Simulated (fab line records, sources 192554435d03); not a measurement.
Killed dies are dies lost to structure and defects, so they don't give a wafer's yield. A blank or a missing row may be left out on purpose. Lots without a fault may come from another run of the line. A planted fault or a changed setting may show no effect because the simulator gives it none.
Which tool did it? | flow n5_finfet | 24 lots, 72 wafers sampled, at 6 steps of a route of 1938

WHAT THE GAUGES READ, wafer by wafer
The record holds no reading of a measuring or inspecting step that can be judged against a usual standard deviation.

WHICH TOOL RAN EACH LOT (tool, then ch and the chambers of the sampled wafers, then the start)
lot  | N5_BEOL_M0_DEP_125              | N5_BEOL_M1_HM_DEP_02         | N5_BEOL_M1_STRIP_36                | N5_BEOL_M1_PRE_CLEAN_45      | N5_BEOL_M1_SPUTTER_79        | N5_BEOL_M1_ANNEAL_82
L074 | pecvd-03 ch 0,1, day 5 22:58    | pvd_sputter-03, day 6 00:53  | rie_diel-05 ch 0,2, day 6 03:46    | pvd_sputter-03, day 6 04:37  | pvd_sputter-01, day 6 05:21  | pvd_sputter-01, day 6 05:39
L075 | pecvd-01 ch 0,2, day 6 13:01    | pvd_sputter-01, day 6 15:11  | rie_diel-05 ch 1,2, day 6 18:52    | pvd_sputter-02, day 6 19:17  | pvd_sputter-02, day 6 20:34  | pvd_sputter-02, day 6 20:52
L077 | pecvd-01 ch 0,2, day 6 18:14    | pvd_sputter-01, day 6 19:04  | rie_diel-05 ch 0,1, day 6 21:51    | pvd_sputter-03, day 6 22:34  | pvd_sputter-02, day 6 23:21  | pvd_sputter-02, day 6 23:39
L076 | pecvd-04 ch 0,1,2, day 6 19:53  | pvd_sputter-01, day 6 22:08  | rie_diel-02 ch 1,2, day 7 09:07    | pvd_sputter-02, day 7 10:04  | pvd_sputter-03, day 7 10:52  | pvd_sputter-03, day 7 11:10
L078 | pecvd-01 ch 0,1,2, day 6 23:50  | pvd_sputter-01, day 7 00:19  | rie_diel-05 ch 1,2,3, day 7 10:03  | pvd_sputter-02, day 7 10:34  | pvd_sputter-03, day 7 12:52  | pvd_sputter-03, day 7 13:10
L079 | pecvd-04 ch 0,1, day 7 02:35    | pvd_sputter-02, day 7 05:45  | rie_diel-06 ch 0,3, day 7 14:05    | pvd_sputter-01, day 7 14:32  | pvd_sputter-03, day 7 15:28  | pvd_sputter-03, day 7 15:46
L080 | pecvd-01 ch 1,2, day 7 10:49    | pvd_sputter-02, day 7 12:55  | rie_diel-02 ch 0,1, day 7 15:13    | pvd_sputter-02, day 7 15:38  | pvd_sputter-02, day 7 16:26  | pvd_sputter-02, day 7 16:44
L081 | pecvd-01 ch 0,1,2, day 8 07:37  | pvd_sputter-03, day 8 08:25  | rie_diel-05 ch 0,1,2, day 8 19:26  | pvd_sputter-03, day 8 19:52  | pvd_sputter-03, day 8 20:35  | pvd_sputter-03, day 8 20:53
L084 | pecvd-01 ch 1,2, day 8 19:59    | pvd_sputter-02, day 8 20:17  | rie_diel-02 ch 0,1,3, day 8 22:55  | pvd_sputter-03, day 8 23:34  | pvd_sputter-02, day 9 00:17  | pvd_sputter-02, day 9 00:35
L083 | pecvd-03 ch 0,1, day 8 22:41    | pvd_sputter-03, day 8 22:58  | rie_diel-02 ch 1,3, day 9 03:55    | pvd_sputter-02, day 9 04:28  | pvd_sputter-02, day 9 05:17  | pvd_sputter-02, day 9 05:35
L082 | pecvd-04 ch 0,1, day 8 23:10    | pvd_sputter-02, day 8 23:32  | rie_diel-06 ch 2,3, day 9 07:39    | pvd_sputter-01, day 9 08:27  | pvd_sputter-01, day 9 09:33  | pvd_sputter-01, day 9 09:51
L085 | pecvd-03 ch 0,1,2, day 9 04:36  | pvd_sputter-02, day 9 04:55  | rie_diel-06 ch 0,1,2, day 9 11:15  | pvd_sputter-01, day 9 12:17  | pvd_sputter-01, day 9 13:08  | pvd_sputter-01, day 9 13:26
L086 | pecvd-04 ch 0,1, day 9 10:25    | pvd_sputter-01, day 9 11:57  | rie_diel-06 ch 1,3, day 9 15:25    | pvd_sputter-01, day 9 16:03  | pvd_sputter-02, day 9 17:10  | pvd_sputter-02, day 9 17:28
L087 | pecvd-03 ch 0,2, day 9 16:08    | pvd_sputter-03, day 9 16:25  | rie_diel-06 ch 0,1,3, day 9 18:38  | pvd_sputter-01, day 9 19:40  | pvd_sputter-02, day 9 20:51  | pvd_sputter-02, day 9 21:09
L088 | pecvd-01 ch 1,2, day 9 19:00    | pvd_sputter-01, day 9 22:19  | rie_diel-02 ch 0,1,3, day 10 01:15 | pvd_sputter-01, day 10 02:19 | pvd_sputter-03, day 10 03:09 | pvd_sputter-03, day 10 03:27
L089 | pecvd-04 ch 0,1, day 10 01:14   | pvd_sputter-02, day 10 02:14 | rie_diel-02 ch 1,3, day 10 05:00   | pvd_sputter-02, day 10 05:48 | pvd_sputter-03, day 10 06:59 | pvd_sputter-03, day 10 07:17
L090 | pecvd-01 ch 0,1,2, day 10 11:02 | pvd_sputter-02, day 10 11:20 | rie_diel-02 ch 0,1,3, day 10 16:17 | pvd_sputter-01, day 10 17:06 | pvd_sputter-02, day 10 18:12 | pvd_sputter-02, day 10 18:30
L091 | pecvd-03 ch 0,1, day 10 19:08   | pvd_sputter-02, day 10 20:34 | rie_diel-05 ch 0,1,2, day 11 06:50 | pvd_sputter-02, day 11 07:26 | pvd_sputter-03, day 11 08:14 | pvd_sputter-03, day 11 08:32
L092 | pecvd-03 ch 0,1,2, day 10 21:11 | pvd_sputter-01, day 10 21:35 | rie_diel-02 ch 0,2,3, day 11 01:47 | pvd_sputter-01, day 11 02:21 | pvd_sputter-02, day 11 03:16 | pvd_sputter-02, day 11 03:34
L093 | pecvd-04 ch 0,1,2, day 11 01:52 | pvd_sputter-02, day 11 02:21 | rie_diel-05 ch 1,2, day 11 07:13   | pvd_sputter-02, day 11 07:39 | pvd_sputter-02, day 11 10:03 | pvd_sputter-02, day 11 10:21
L094 | pecvd-04 ch 0,2, day 11 08:09   | pvd_sputter-03, day 11 09:58 | rie_diel-02 ch 0,3, day 11 12:24   | pvd_sputter-02, day 11 13:01 | pvd_sputter-01, day 11 13:58 | pvd_sputter-01, day 11 14:16
L095 | pecvd-01 ch 0,1,2, day 11 11:14 | pvd_sputter-03, day 11 12:43 | rie_diel-02 ch 1,2,3, day 12 00:34 | pvd_sputter-01, day 12 01:20 | pvd_sputter-01, day 12 02:18 | pvd_sputter-01, day 12 02:36
L096 | pecvd-04 ch 0,1, day 11 17:58   | pvd_sputter-01, day 11 18:54 | rie_diel-06 ch 1,2, day 12 00:50   | pvd_sputter-01, day 12 01:30 | pvd_sputter-01, day 12 04:08 | pvd_sputter-01, day 12 04:26
L097 | pecvd-04 ch 0,1,2, day 11 21:08 | pvd_sputter-02, day 11 21:37 | rie_diel-06 ch 1,2,3, day 12 05:50 | pvd_sputter-02, day 12 06:28 | pvd_sputter-02, day 12 07:22 | pvd_sputter-02, day 12 07:40
- N5_BEOL_M0_DEP_125: deposits SiCN from 3MS/NH3, target thk 8 nm, time 14 s.
- N5_BEOL_M1_HM_DEP_02: deposits TiN, target thk 20 nm.
- N5_BEOL_M1_STRIP_36: strips in N2/H2.
- N5_BEOL_M1_PRE_CLEAN_45: time 30 s.
- N5_BEOL_M1_SPUTTER_79: material Cu, target thk 4.5 nm, time 8.29 s.
- N5_BEOL_M1_ANNEAL_82: time 240 s.

WHAT THE TOOLS THEMSELVES READ (means of the sampled wafers that have a number; where no wafer has one, the mark that the record gives instead)
N5_BEOL_M0_DEP_125.
lot  | tool     | showerhead_plenum_p_Torr (Torr) | throttle_valve_pct (%)
L074 | pecvd-03 | 3.654                           | 8.6
L075 | pecvd-01 | 3.668                           | 9.0
L077 | pecvd-01 | 3.673                           | 9.0
L076 | pecvd-04 | 3.662                           | 9.4
L078 | pecvd-01 | 3.668                           | 9.0
L079 | pecvd-04 | 3.656                           | 9.3
L080 | pecvd-01 | 3.667                           | 8.9
L081 | pecvd-01 | 3.666                           | 9.0
L084 | pecvd-01 | 3.668                           | 9.0
L083 | pecvd-03 | 3.661                           | 8.8
L082 | pecvd-04 | 3.654                           | 9.4
L085 | pecvd-03 | 3.654                           | 8.8
L086 | pecvd-04 | 3.654                           | 9.0
L087 | pecvd-03 | 3.650                           | 8.7
L088 | pecvd-01 | 3.664                           | 9.2
L089 | pecvd-04 | 3.660                           | 9.3
L090 | pecvd-01 | 3.672                           | 9.0
L091 | pecvd-03 | 3.667                           | 8.7
L092 | pecvd-03 | 3.655                           | 8.8
L093 | pecvd-04 | 3.658                           | 8.9
L094 | pecvd-04 | 3.655                           | 8.6
L095 | pecvd-01 | 3.665                           | 9.0
L096 | pecvd-04 | 3.657                           | 9.1
L097 | pecvd-04 | 3.657                           | 8.8

N5_BEOL_M1_HM_DEP_02.
lot  | tool           | throttle_valve_pct (%)
L074 | pvd_sputter-03 | 29.6
L075 | pvd_sputter-01 | 29.9
L077 | pvd_sputter-01 | 29.7
L076 | pvd_sputter-01 | 29.9
L078 | pvd_sputter-01 | 30.4
L079 | pvd_sputter-02 | 29.7
L080 | pvd_sputter-02 | 29.4
L081 | pvd_sputter-03 | 29.5
L084 | pvd_sputter-02 | 29.5
L083 | pvd_sputter-03 | 29.5
L082 | pvd_sputter-02 | 29.1
L085 | pvd_sputter-02 | 30.2
L086 | pvd_sputter-01 | 29.9
L087 | pvd_sputter-03 | 29.7
L088 | pvd_sputter-01 | 29.9
L089 | pvd_sputter-02 | 29.1
L090 | pvd_sputter-02 | 29.5
L091 | pvd_sputter-02 | 29.6
L092 | pvd_sputter-01 | 29.4
L093 | pvd_sputter-02 | 29.0
L094 | pvd_sputter-03 | 30.1
L095 | pvd_sputter-03 | 29.7
L096 | pvd_sputter-01 | 30.2
L097 | pvd_sputter-02 | 29.6

N5_BEOL_M1_STRIP_36.
lot  | tool        | drypump_motor_current_A (A) | h2_flow_sccm (sccm) | oes_product_au (a.u.) | rf_vpp_V (V) | showerhead_plenum_p_Torr (Torr) | throttle_valve_pct (%)
L074 | rie_diel-05 | 5.5                         | 199.4               | 0.74                  | 59.4         | 2.53                            | 24.0
L075 | rie_diel-05 | 5.5                         | 199.8               | 0.75                  | 60.5         | 2.57                            | 24.1
L077 | rie_diel-05 | 5.7                         | 200.1               | 0.72                  | 58.8         | 2.55                            | 23.8
L076 | rie_diel-02 | 5.4                         | 200.2               | 0.77                  | 59.4         | 2.59                            | 23.8
L078 | rie_diel-05 | 5.6                         | 200.3               | 0.72                  | 58.5         | 2.52                            | 24.1
L079 | rie_diel-06 | 6.0                         | 200.2               | 0.86                  | 59.4         | 2.55                            | 23.4
L080 | rie_diel-02 | 5.3                         | 200.2               | 0.89                  | 58.8         | 2.69                            | 23.9
L081 | rie_diel-05 | 5.6                         | 200.3               | 0.82                  | 58.0         | 2.56                            | 23.9
L084 | rie_diel-02 | 5.7                         | 199.8               | 0.88                  | 59.9         | 2.65                            | 23.7
L083 | rie_diel-02 | 6.2                         | 200.1               | 0.86                  | 60.2         | 2.61                            | 23.4
L082 | rie_diel-06 | 6.5                         | 199.7               | 0.81                  | 59.1         | 2.49                            | 23.6
L085 | rie_diel-06 | 5.9                         | 199.5               | 0.79                  | 58.4         | 2.51                            | 23.6
L086 | rie_diel-06 | 6.2                         | 200.2               | 0.79                  | 58.6         | 2.45                            | 23.7
L087 | rie_diel-06 | 5.9                         | 200.5               | 0.80                  | 60.3         | 2.49                            | 23.6
L088 | rie_diel-02 | 5.7                         | 200.0               | 0.84                  | 60.3         | 2.64                            | 23.7
L089 | rie_diel-02 | 5.9                         | 199.7               | 0.79                  | 60.2         | 2.62                            | 23.7
L090 | rie_diel-02 | 5.7                         | 199.6               | 0.84                  | 59.2         | 2.64                            | 23.7
L091 | rie_diel-05 | 5.6                         | 199.6               | 0.79                  | 60.1         | 2.55                            | 23.9
L092 | rie_diel-02 | 5.6                         | 199.9               | 0.86                  | 60.5         | 2.58                            | 23.5
L093 | rie_diel-05 | 5.5                         | 200.2               | 0.71                  | 59.1         | 2.56                            | 24.2
L094 | rie_diel-02 | 5.6                         | 199.1               | 0.89                  | 59.2         | 2.66                            | 23.7
L095 | rie_diel-02 | 5.8                         | 200.2               | 0.80                  | 60.2         | 2.56                            | 23.6
L096 | rie_diel-06 | 6.2                         | 199.4               | 0.74                  | 58.8         | 2.48                            | 23.6
L097 | rie_diel-06 | 6.2                         | 200.5               | 0.75                  | 59.5         | 2.46                            | 23.7

N5_BEOL_M1_PRE_CLEAN_45.
lot  | tool           | heater_power_w (W)
L074 | pvd_sputter-03 | 338
L075 | pvd_sputter-02 | 339
L077 | pvd_sputter-03 | 317
L076 | pvd_sputter-02 | 332
L078 | pvd_sputter-02 | 343
L079 | pvd_sputter-01 | 304
L080 | pvd_sputter-02 | 330
L081 | pvd_sputter-03 | 324
L084 | pvd_sputter-03 | 331
L083 | pvd_sputter-02 | 345
L082 | pvd_sputter-01 | 328
L085 | pvd_sputter-01 | 322
L086 | pvd_sputter-01 | 319
L087 | pvd_sputter-01 | 313
L088 | pvd_sputter-01 | 303
L089 | pvd_sputter-02 | 335
L090 | pvd_sputter-01 | 328
L091 | pvd_sputter-02 | 345
L092 | pvd_sputter-01 | 322
L093 | pvd_sputter-02 | 332
L094 | pvd_sputter-02 | 344
L095 | pvd_sputter-01 | 342
L096 | pvd_sputter-01 | 304
L097 | pvd_sputter-02 | 340

N5_BEOL_M1_SPUTTER_79.
lot  | tool           | throttle_valve_pct (%)
L074 | pvd_sputter-01 | 30.1
L075 | pvd_sputter-02 | 28.8
L077 | pvd_sputter-02 | 29.3
L076 | pvd_sputter-03 | 30.4
L078 | pvd_sputter-03 | 29.6
L079 | pvd_sputter-03 | 29.6
L080 | pvd_sputter-02 | 29.3
L081 | pvd_sputter-03 | 29.0
L084 | pvd_sputter-02 | 29.4
L083 | pvd_sputter-02 | 29.2
L082 | pvd_sputter-01 | 30.7
L085 | pvd_sputter-01 | 29.3
L086 | pvd_sputter-02 | 29.6
L087 | pvd_sputter-02 | 29.3
L088 | pvd_sputter-03 | 30.2
L089 | pvd_sputter-03 | 29.0
L090 | pvd_sputter-02 | 29.6
L091 | pvd_sputter-03 | 29.3
L092 | pvd_sputter-02 | 29.5
L093 | pvd_sputter-02 | 29.4
L094 | pvd_sputter-01 | 30.6
L095 | pvd_sputter-01 | 29.8
L096 | pvd_sputter-01 | 30.6
L097 | pvd_sputter-02 | 29.9

N5_BEOL_M1_ANNEAL_82.
lot  | tool           | heater_power_w (W)
L074 | pvd_sputter-01 | 846
L075 | pvd_sputter-02 | 829
L077 | pvd_sputter-02 | 839
L076 | pvd_sputter-03 | 764
L078 | pvd_sputter-03 | 803
L079 | pvd_sputter-03 | 738
L080 | pvd_sputter-02 | 838
L081 | pvd_sputter-03 | 789
L084 | pvd_sputter-02 | 831
L083 | pvd_sputter-02 | 836
L082 | pvd_sputter-01 | 775
L085 | pvd_sputter-01 | 713
L086 | pvd_sputter-02 | 860
L087 | pvd_sputter-02 | 836
L088 | pvd_sputter-03 | 754
L089 | pvd_sputter-03 | 790
L090 | pvd_sputter-02 | 860
L091 | pvd_sputter-03 | 849
L092 | pvd_sputter-02 | 849
L093 | pvd_sputter-02 | 820
L094 | pvd_sputter-01 | 794
L095 | pvd_sputter-01 | 749
L096 | pvd_sputter-01 | 781
L097 | pvd_sputter-02 | 837

THE ANSWER, worked out from the rows above alone
Rule: what is usual is taken from the lots themselves. Put in order of their means at a reading, lots are off if they are a third of the lots or fewer, leave a main group of 4 or more, and stand apart from it by a gap of 3 or more times the standard deviation of the main group's means; of several such gaps the widest counts. A main group whose means are all the same, to the digits that the tables above print for the reading, isn't used. A lot without any number at a reading at which 4 lots or more have one is off too. The other lots that the step has rows for count as sound. The gauges are gone through in route order, then the tools' own readings, and for those a lot's mean is taken as printed above. The first step at which some lot is off is used, and at that step the reading that is off furthest; a lot without a number counts as furthest.
No lot is off at any reading shown: from this, nothing can be told.

WHAT THE SIMULATOR HAD PUT IN
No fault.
